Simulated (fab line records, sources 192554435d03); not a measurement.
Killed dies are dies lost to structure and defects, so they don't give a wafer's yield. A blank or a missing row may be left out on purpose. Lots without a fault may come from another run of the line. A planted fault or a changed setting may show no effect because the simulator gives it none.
Chamber matching | flow n5_finfet | N5_PMOS_HMC_CHANNEL_EPI_ETCH_32 on rie_diel-05: 4 sister chambers
The step etches BARC in N2/H2, stops on SiO2, target depth 85.8 nm, time 50.3 s. 14 wafers are shown with their chamber, then 7 later ones without.

WAFERS WITH THEIR CHAMBER
wafer  | chamber | showerhead_plenum_p_Torr (Torr) | throttle_valve_pct (%) | rf_vpp_V (V)
L074.4 | 3       | 2.51                            | 17.5                   | 523.1
L074.5 | 0       | 2.59                            | 17.5                   | 526.1
L074.6 | 3       | 2.51                            | 17.5                   | 522.3
L077.2 | 2       | 2.62                            | 17.4                   | 524.9
L077.4 | 2       | 2.62                            | 17.4                   | 526.0
L077.5 | 1       | 2.44                            | 18.0                   | 519.9
L080.1 | 3       | 2.51                            | 17.5                   | 522.7
L080.5 | 2       | 2.62                            | 17.4                   | 525.5
L080.6 | 3       | 2.51                            | 17.5                   | 523.0
L083.1 | 0       | 2.59                            | 17.1                   | 525.0
L083.2 | 1       | 2.43                            | 18.0                   | 521.5
L083.5 | 3       | 2.51                            | 17.6                   | 523.2
L084.1 | 0       | 2.59                            | 17.1                   | 525.4
L084.2 | 3       | 2.51                            | 17.5                   | 524.0

SIGNATURES (means of the wafers above)
reading                  | chamber 0 | chamber 1 | chamber 2 | chamber 3 | scatter within a chamber
showerhead_plenum_p_Torr | 2.5900    | 2.4350    | 2.6200    | 2.5100    | 0.00224
throttle_valve_pct       | 17.233    | 18.000    | 17.400    | 17.517    | 0.107
rf_vpp_V                 | 525.500   | 520.700   | 525.467   | 523.050   | 0.642
Rule: a wafer's distance from a chamber is the root of the sum, over the readings, of the square of ((its reading less the chamber's mean) divided by the reading's scatter). The wafer belongs to the nearest chamber; if the next one is less than 2 further off, it can't be placed. The scatter: the root of (the sum of the squares of (reading less its chamber's mean) over the shown wafers, divided by (wafers less chambers)).

WAFERS WITHOUT THEIR CHAMBER
wafer  | showerhead_plenum_p_Torr (Torr) | throttle_valve_pct (%) | rf_vpp_V (V)
L084.4 | 2.62                            | 17.4                   | 526.7
L086.1 | 2.61                            | 17.4                   | 525.1
L086.3 | 2.58                            | 17.1                   | 526.5
L086.4 | 2.43                            | 18.0                   | 520.4
L091.1 | 2.50                            | 17.6                   | 524.5
L091.4 | 2.43                            | 18.1                   | 521.0
L091.5 | 2.50                            | 17.6                   | 522.4

WHICH CHAMBER EACH WENT THROUGH
wafer  | from the rows above | in truth
L084.4 | 2                   | 2
L086.1 | 2                   | 2
L086.3 | 0                   | 0
L086.4 | 1                   | 1
L091.1 | 3                   | 3
L091.4 | 1                   | 1
L091.5 | 3                   | 3
Placed correctly: 7 of 7. Can't be placed from these rows: 0. Placed wrongly: 0.
